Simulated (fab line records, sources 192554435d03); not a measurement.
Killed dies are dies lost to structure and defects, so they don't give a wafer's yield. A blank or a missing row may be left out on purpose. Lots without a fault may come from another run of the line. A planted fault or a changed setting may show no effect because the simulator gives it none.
Chamber matching | flow n5_finfet | N5_HKMG_FIN_ETCH_86 on rie_diel-04: 4 sister chambers
The step etches SOC in N2/H2, stops on TiN, target depth 393.2 nm. 22 wafers are shown with their chamber, then 11 later ones without.

WAFERS WITH THEIR CHAMBER
wafer  | chamber | drypump_motor_current_A (A) | showerhead_plenum_p_Torr (Torr) | throttle_valve_pct (%)
L074.2 | 3       | 6.2                         | 2.46                            | 18.09
L074.3 | 0       | 6.7                         | 2.65                            | 17.79
L074.5 | 1       | 5.9                         | 2.62                            | 18.31
L080.1 | 3       | 6.2                         | 2.45                            | 18.11
L080.3 | 1       | 5.9                         | 2.61                            | 18.32
L080.5 | 1       | 5.9                         | 2.61                            | 18.31
L081.2 | 0       | 6.7                         | 2.65                            | 17.82
L081.3 | 1       | 5.9                         | 2.61                            | 18.29
L081.5 | 2       | 5.7                         | 2.50                            | 18.00
L082.1 | 0       | 6.7                         | 2.65                            | 17.84
L082.2 | 3       | 6.3                         | 2.45                            | 18.11
L082.3 | 2       | 5.7                         | 2.49                            | 18.01
L085.3 | 1       | 5.9                         | 2.61                            | 18.34
L085.4 | 1       | 5.9                         | 2.61                            | 18.32
L085.6 | 2       | 5.7                         | 2.49                            | 18.00
L086.1 | 1       | 5.9                         | 2.61                            | 18.34
L086.3 | 3       | 6.2                         | 2.45                            | 18.15
L086.4 | 0       | 6.7                         | 2.64                            | 17.86
L089.4 | 3       | 6.2                         | 2.45                            | 18.14
L089.5 | 1       | 5.9                         | 2.60                            | 18.35
L089.6 | 0       | 6.7                         | 2.64                            | 17.86
L090.1 | 3       | 6.3                         | 2.45                            | 18.14

SIGNATURES (means of the wafers above)
reading                  | chamber 0 | chamber 1 | chamber 2 | chamber 3 | scatter within a chamber
drypump_motor_current_A  | 6.700     | 5.900     | 5.700     | 6.233     | 0.0272
showerhead_plenum_p_Torr | 2.6460    | 2.6100    | 2.4933    | 2.4517    | 0.00511
throttle_valve_pct       | 17.8340   | 18.3225   | 18.0033   | 18.1233   | 0.0224
Rule: a wafer's distance from a chamber is the root of the sum, over the readings, of the square of ((its reading less the chamber's mean) divided by the reading's scatter). The wafer belongs to the nearest chamber; if the next one is less than 2 further off, it can't be placed. The scatter: the root of (the sum of the squares of (reading less its chamber's mean) over the shown wafers, divided by (wafers less chambers)).

WAFERS WITHOUT THEIR CHAMBER
wafer  | drypump_motor_current_A (A) | showerhead_plenum_p_Torr (Torr) | throttle_valve_pct (%)
L090.2 | 5.9                         | 2.60                            | 18.39
L090.5 | 6.2                         | 2.45                            | 18.14
L091.2 | 5.9                         | 2.60                            | 18.37
L091.3 | 6.7                         | 2.64                            | 17.85
L091.4 | 6.2                         | 2.44                            | 18.15
L092.2 | 6.2                         | 2.44                            | 18.15
L092.5 | 5.7                         | 2.49                            | 17.62
L092.6 | 5.9                         | 2.60                            | 18.37
L096.1 | 6.7                         | 2.63                            | 17.85
L096.3 | 6.2                         | 2.44                            | 18.17
L096.4 | 5.7                         | 2.48                            | 17.62

WHICH CHAMBER EACH WENT THROUGH
wafer  | from the rows above | in truth
L090.2 | 1                   | 1
L090.5 | 3                   | 3
L091.2 | 1                   | 1
L091.3 | 0                   | 0
L091.4 | 3                   | 3
L092.2 | 3                   | 3
L092.5 | 2                   | 2
L092.6 | 1                   | 1
L096.1 | 0                   | 0
L096.3 | 3                   | 3
L096.4 | 2                   | 2
Placed correctly: 11 of 11. Can't be placed from these rows: 0. Placed wrongly: 0.
